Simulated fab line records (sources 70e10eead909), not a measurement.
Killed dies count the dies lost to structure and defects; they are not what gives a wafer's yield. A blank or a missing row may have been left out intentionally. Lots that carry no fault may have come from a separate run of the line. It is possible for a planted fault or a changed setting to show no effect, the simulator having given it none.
The tool behind it: which one?    flow nandHarc    24 lots with 72 wafers sampled at 5 steps, on a route of 1302 steps

== WHAT EACH GAUGE READ, for each wafer ==
NHARC_P_M1_INSPECT_27.
lot   measured      on                rawDefectCount
L075  day 6 21:29   defectInspect-02  522 217 285
L074  day 6 22:02   defectInspect-01  293 394 308
L076  day 7 09:39   defectInspect-02  268 311 402
L077  day 8 00:10   defectInspect-02  136 140 272
L078  day 8 07:41   defectInspect-01  261 290 244
L079  day 8 13:29   defectInspect-02  416 312 457
L080  day 8 21:31   defectInspect-01  233 156 158
L081  day 9 04:08   defectInspect-01  142 311 292
L082  day 9 14:53   defectInspect-02  260 230 252
L083  day 10 03:37  defectInspect-01  184 240 241
L084  day 10 15:10  defectInspect-02  394 281 278
L085  day 10 22:31  defectInspect-01  133 200 220
L086  day 11 04:53  defectInspect-02  558 381 621
L087  day 12 08:38  defectInspect-01  278 229 227
L089  day 12 09:17  defectInspect-02  282 254 258
L088  day 12 11:25  defectInspect-01  500 601 421
L090  day 13 04:25  defectInspect-02  236 246 379
L091  day 13 08:55  defectInspect-02  184 163 291
L092  day 13 19:08  defectInspect-01  299 334 332
L093  day 14 03:50  defectInspect-02  354 525 614
L094  day 14 22:45  defectInspect-02  332 297 269
L095  day 15 03:09  defectInspect-01  299 399 499
L096  day 15 08:05  defectInspect-02  177 353 244
L097  day 15 22:51  defectInspect-02  345 194 450

NHARC_A_CHANNEL_HOLE_D1_CD_MEAS_18.
lot   measured      on        cdNm (nm)
L075  day 9 07:04   cdSem-02  99 100 99
L074  day 9 08:27   cdSem-03  98 99 101
L076  day 9 22:22   cdSem-01  97 98 97
L077  day 10 05:31  cdSem-01  95 102 103
L078  day 10 05:41  cdSem-02  101 101 98
L079  day 10 14:38  cdSem-02  97 97 96
L080  day 10 22:47  cdSem-01  95 96 106
L081  day 11 09:45  cdSem-02  95 95 94
L082  day 12 00:08  cdSem-03  92 98 96
L083  day 12 07:06  cdSem-01  98 96 96
L084  day 12 16:11  cdSem-01  94 98 95
L085  day 13 00:39  cdSem-01  98 100 94
L086  day 13 09:22  cdSem-02  96 93 102
L087  day 14 17:47  cdSem-03  95 97 92
L089  day 14 13:53  cdSem-02  105 97 100
L088  day 14 15:47  cdSem-03  99 99 96
L090  day 15 08:26  cdSem-02  103 96 98
L091  day 15 13:48  cdSem-02  103 97 98
L092  day 15 21:52  cdSem-03  102 101 103
L093  day 16 04:31  cdSem-03  101 101 100
L094  day 17 04:38  cdSem-01  93 97 94
L095  day 17 04:57  cdSem-03  96 97 105
L096  day 17 13:45  cdSem-02  99 96 94
L097  day 18 04:28  cdSem-02  95 101 98

== EACH LOT AND THE TOOL THAT RAN IT (in order: tool; ch and the chambers of the sampled wafers; start) ==
lot   NHARC_P_M2_ETCH_35                 NHARC_P_BONDPAD_ETCH_12                       NHARC_A_ZERO_WELL_ETCH_19
L075  rieDiel-10 ch 1,2,3, day 6 23:08   rieDiel-13 ch 1,2,3, day 7 07:35 or earlier   rieDiel-08 ch 0,1,2, day 7 07:35
L074  rieDiel-05 ch 0,1, day 6 23:47     rieDiel-11 ch 0,2, day 7 08:30 or earlier     rieDiel-08 ch 1,2,3, day 7 08:30
L076  rieDiel-02 ch 0,2,3, day 7 11:19   rieDiel-11 ch 0,2,3, day 8 00:52 or earlier   rieDiel-08 ch 0,2,3, day 8 00:52
L077  rieDiel-05 ch 0,1, day 8 01:49     rieDiel-01 ch 2,3, day 8 12:43 or earlier     rieDiel-08 ch 2,3, day 8 12:43
L078  rieDiel-10 ch 1,3, day 8 09:21     rieDiel-11 ch 0,3, day 8 17:50 or earlier     rieDiel-08 ch 0,1,2, day 8 17:50
L079  rieDiel-05 ch 0,3, day 8 15:10     rieDiel-11 ch 2,3, day 8 23:34 or earlier     rieDiel-12 ch 0,1, day 8 23:34
L080  rieDiel-05 ch 0,1,2, day 8 23:10   rieDiel-13 ch 0,1,2, day 9 07:41 or earlier   rieDiel-12 ch 0,1,2, day 9 07:41
L081  rieDiel-10 ch 0,1, day 9 05:49     rieDiel-13 ch 0,2, day 9 14:31 or earlier     rieDiel-03 ch 2,3, day 9 14:31
L082  rieDiel-10 ch 1,2,3, day 9 16:33   rieDiel-01 ch 0,1,3, day 10 01:17 or earlier  rieDiel-08 ch 0,1,2, day 10 01:17
L083  rieDiel-05 ch 1,2,3, day 10 05:17  rieDiel-01 ch 1,2,3, day 10 13:48 or earlier  rieDiel-08 ch 0,1,3, day 10 13:48
L084  rieDiel-02 ch 1,2,3, day 10 16:49  rieDiel-13 ch 1,3, day 11 01:20 or earlier    rieDiel-08 ch 0,1,2, day 11 01:20
L085  rieDiel-10 ch 0,2, day 11 00:10    rieDiel-01 ch 0,1,3, day 11 08:30 or earlier  rieDiel-12 ch 2,3, day 11 08:30
L086  rieDiel-02 ch 0,1,3, day 11 06:33  rieDiel-01 ch 0,2, day 11 15:11 or earlier    rieDiel-08 ch 1,2,3, day 11 15:11
L087  rieDiel-05 ch 2,3, day 12 10:19    rieDiel-11 ch 1,2,3, day 12 18:59 or earlier  rieDiel-12 ch 0,1,2, day 12 18:59
L089  rieDiel-02 ch 1,2, day 12 11:03    rieDiel-11 ch 0,2,3, day 12 19:59 or earlier  rieDiel-08 ch 1,2,3, day 12 19:59
L088  rieDiel-05 ch 1,2,3, day 12 13:04  rieDiel-01 ch 0,2, day 12 21:31 or earlier    rieDiel-08 ch 1,3, day 12 21:31
L090  rieDiel-10 ch 0,3, day 13 06:05    rieDiel-01 ch 0,1, day 13 14:44 or earlier    rieDiel-12 ch 2,3, day 13 14:44
L091  rieDiel-10 ch 1,2, day 13 10:37    rieDiel-11 ch 0,1,2, day 13 19:17 or earlier  rieDiel-12 ch 2,3, day 13 19:17
L092  rieDiel-10 ch 0,2,3, day 13 20:41  rieDiel-13 ch 1,2,3, day 14 05:10 or earlier  rieDiel-08 ch 1,2,3, day 14 05:10
L093  rieDiel-10 ch 0,1,3, day 14 05:31  rieDiel-13 ch 2,3, day 14 13:58 or earlier    rieDiel-08 ch 0,1,2, day 14 13:58
L094  rieDiel-10 ch 0,2,3, day 15 00:18  rieDiel-11 ch 0,1,2, day 15 08:52 or earlier  rieDiel-08 ch 0,2, day 15 08:52
L095  rieDiel-02 ch 2,3, day 15 04:49    rieDiel-01 ch 1,2, day 15 13:28 or earlier    rieDiel-12 ch 0,3, day 15 13:28
L096  rieDiel-10 ch 0,2,3, day 15 09:44  rieDiel-01 ch 0,2,3, day 15 18:22 or earlier  rieDiel-12 ch 2,3, day 15 18:22
L097  rieDiel-10 ch 0,2,3, day 16 00:31  rieDiel-13 ch 1,3, day 16 11:50 or earlier    rieDiel-03 ch 1,2, day 16 11:50
- NHARC_P_M2_ETCH_35: etches the open film in N2/H2, target depth 40 nm, overetch 12 nm, time 43.94 s.
- NHARC_P_BONDPAD_ETCH_12: etches the open film in CHF3/O2, target depth 200 nm, time 100 s.
- NHARC_A_ZERO_WELL_ETCH_19: etches the open film in N2/H2, target depth 80 nm, overetch 24 nm, time 87.88 s.

== AS READ BY THE TOOLS THEMSELVES (means over the sampled wafers that have a number; for cases with no such wafer, the mark the record gives instead) ==
NHARC_P_M2_ETCH_35.
lot   tool        drypumpMotorCurrentA (A)  oesProductAu (a.u.)  rfVppV (V)  showerheadPlenumPTorr (Torr)  throttleValvePct (%)
L075  rieDiel-10  5.9                       1.007                430.6       2.04                          14.168
L074  rieDiel-05  5.5                       0.992                433.2       2.14                          14.175
L076  rieDiel-02  6.0                       1.005                430.5       2.04                          14.167
L077  rieDiel-05  5.6                       0.993                432.7       2.14                          14.170
L078  rieDiel-10  6.0                       1.013                428.4       1.97                          14.169
L079  rieDiel-05  5.7                       0.997                433.4       2.13                          14.178
L080  rieDiel-05  5.7                       1.002                434.5       2.16                          14.175
L081  rieDiel-10  5.8                       1.007                430.7       2.04                          14.169
L082  rieDiel-10  5.9                       1.005                430.8       2.04                          14.174
L083  rieDiel-05  6.2                       0.986                433.7       2.15                          14.172
L084  rieDiel-02  5.4                       0.988                430.8       2.04                          14.167
L085  rieDiel-10  5.6                       0.999                433.6       2.17                          14.175
L086  rieDiel-02  5.7                       0.990                427.9       1.96                          14.172
L087  rieDiel-05  6.5                       1.014                433.0       2.13                          14.171
L089  rieDiel-02  5.2                       0.997                430.0       2.02                          14.173
L088  rieDiel-05  6.1                       1.012                433.7       2.15                          14.179
L090  rieDiel-10  6.0                       0.989                429.5       2.02                          14.172
L091  rieDiel-10  5.8                       1.011                431.2       2.04                          14.171
L092  rieDiel-10  5.8                       0.989                431.9       2.09                          14.156
L093  rieDiel-10  5.9                       0.997                430.2       2.03                          14.175
L094  rieDiel-10  5.8                       0.994                432.0       2.09                          14.180
L095  rieDiel-02  5.7                       0.998                432.2       2.11                          14.168
L096  rieDiel-10  5.8                       0.979                432.4       2.09                          14.161
L097  rieDiel-10  5.8                       0.991                432.2       2.09                          14.173

NHARC_P_BONDPAD_ETCH_12.
lot   tool        drypumpMotorCurrentA (A)  oesProductAu (a.u.)  rfVppV (V)  showerheadPlenumPTorr (Torr)  throttleValvePct (%)
L075  rieDiel-13  6.1                       0.918                371.4       2.40                          20.568
L074  rieDiel-11  5.7                       0.939                369.7       2.37                          20.581
L076  rieDiel-11  5.9                       0.940                369.4       2.35                          20.577
L077  rieDiel-01  5.5                       0.934                370.3       2.36                          20.572
L078  rieDiel-11  5.9                       0.963                370.0       2.36                          20.575
L079  rieDiel-11  6.1                       0.938                369.2       2.33                          20.564
L080  rieDiel-13  5.9                       0.971                372.5       2.47                          20.563
L081  rieDiel-13  6.0                       0.925                373.2       2.49                          20.581
L082  rieDiel-01  5.8                       0.962                370.8       2.41                          20.574
L083  rieDiel-01  5.5                       0.968                369.0       2.37                          20.572
L084  rieDiel-13  6.2                       0.914                370.0       2.37                          20.571
L085  rieDiel-01  5.8                       0.934                370.0       2.41                          20.571
L086  rieDiel-01  5.9                       0.929                368.6       2.30                          20.572
L087  rieDiel-11  6.2                       0.966                369.8       2.37                          20.581
L089  rieDiel-11  5.9                       0.977                369.0       2.35                          20.571
L088  rieDiel-01  6.2                       0.928                369.0       2.34                          20.575
L090  rieDiel-01  6.0                       0.967                368.2       2.31                          20.564
L091  rieDiel-11  5.9                       0.935                370.0       2.39                          20.576
L092  rieDiel-13  6.1                       0.915                370.4       2.40                          20.577
L093  rieDiel-13  6.2                       0.930                370.1       2.42                          20.578
L094  rieDiel-11  5.9                       0.920                370.6       2.39                          20.571
L095  rieDiel-01  5.7                       0.968                367.4       2.26                          20.567
L096  rieDiel-01  5.8                       0.960                369.5       2.40                          20.584
L097  rieDiel-13  6.2                       0.954                369.5       2.36                          20.578

NHARC_A_ZERO_WELL_ETCH_19.
lot   tool        drypumpMotorCurrentA (A)  oesProductAu (a.u.)  rfVppV (V)  showerheadPlenumPTorr (Torr)  throttleValvePct (%)
L075  rieDiel-08  5.7                       1.003                427.4       1.93                          14.175
L074  rieDiel-08  5.5                       0.999                429.3       2.02                          14.171
L076  rieDiel-08  5.9                       1.004                429.8       2.01                          14.165
L077  rieDiel-08  5.7                       1.008                431.4       2.04                          14.168
L078  rieDiel-08  5.7                       1.001                428.4       1.93                          14.178
L079  rieDiel-12  5.2                       0.997                430.0       1.99                          14.176
L080  rieDiel-12  5.5                       0.995                428.4       1.97                          14.177
L081  rieDiel-03  5.9                       0.990                429.5       2.03                          14.166
L082  rieDiel-08  5.7                       0.997                428.2       1.93                          14.178
L083  rieDiel-08  5.8                       1.003                428.7       1.99                          14.165
L084  rieDiel-08  5.7                       0.992                427.1       1.93                          14.183
L085  rieDiel-12  5.8                       1.010                430.1       2.06                          14.174
L086  rieDiel-08  5.5                       0.990                430.1       2.02                          14.187
L087  rieDiel-12  5.5                       1.011                428.6       1.97                          14.166
L089  rieDiel-08  5.6                       1.007                430.0       2.02                          14.180
L088  rieDiel-08  5.6                       0.992                432.0       2.07                          14.175
L090  rieDiel-12  5.8                       1.002                431.1       2.06                          14.179
L091  rieDiel-12  5.8                       1.002                430.3       2.05                          14.171
L092  rieDiel-08  5.5                       1.001                430.4       2.02                          14.171
L093  rieDiel-08  5.7                       1.002                428.1       1.93                          14.171
L094  rieDiel-08  6.1                       0.991                428.6       1.93                          14.173
L095  rieDiel-12  5.6                       1.005                431.3       2.07                          14.175
L096  rieDiel-12  5.8                       1.009                430.2       2.05                          14.175
L097  rieDiel-03  5.9                       1.009                432.0       2.09                          14.176

== THE ANSWER, worked out from the rows above alone ==
Rule: usual is defined by the lots themselves. Put in order of their means at a reading, lots are off if they are a third of the lots or fewer, leave a main group of 4 or more, and stand apart from it by a gap of 3 or more times the standard deviation of the main group's means; of several such gaps the widest counts. If all means in a main group match to the digits the tables above print for the reading, that group is not used. A lot without any number at a reading at which 4 lots or more have one is off too. The other lots that the step has rows for count as sound. Order of review: gauges by route order, followed by the tools' own readings, for which a lot's mean as printed above is used. The first step at which some lot is off is used, and at that step the reading that is off furthest; a lot without a number counts as furthest.
No lot is off on any of the readings shown, so nothing can be concluded from this.

== WHAT WAS PUT IN BY THE SIMULATOR ==
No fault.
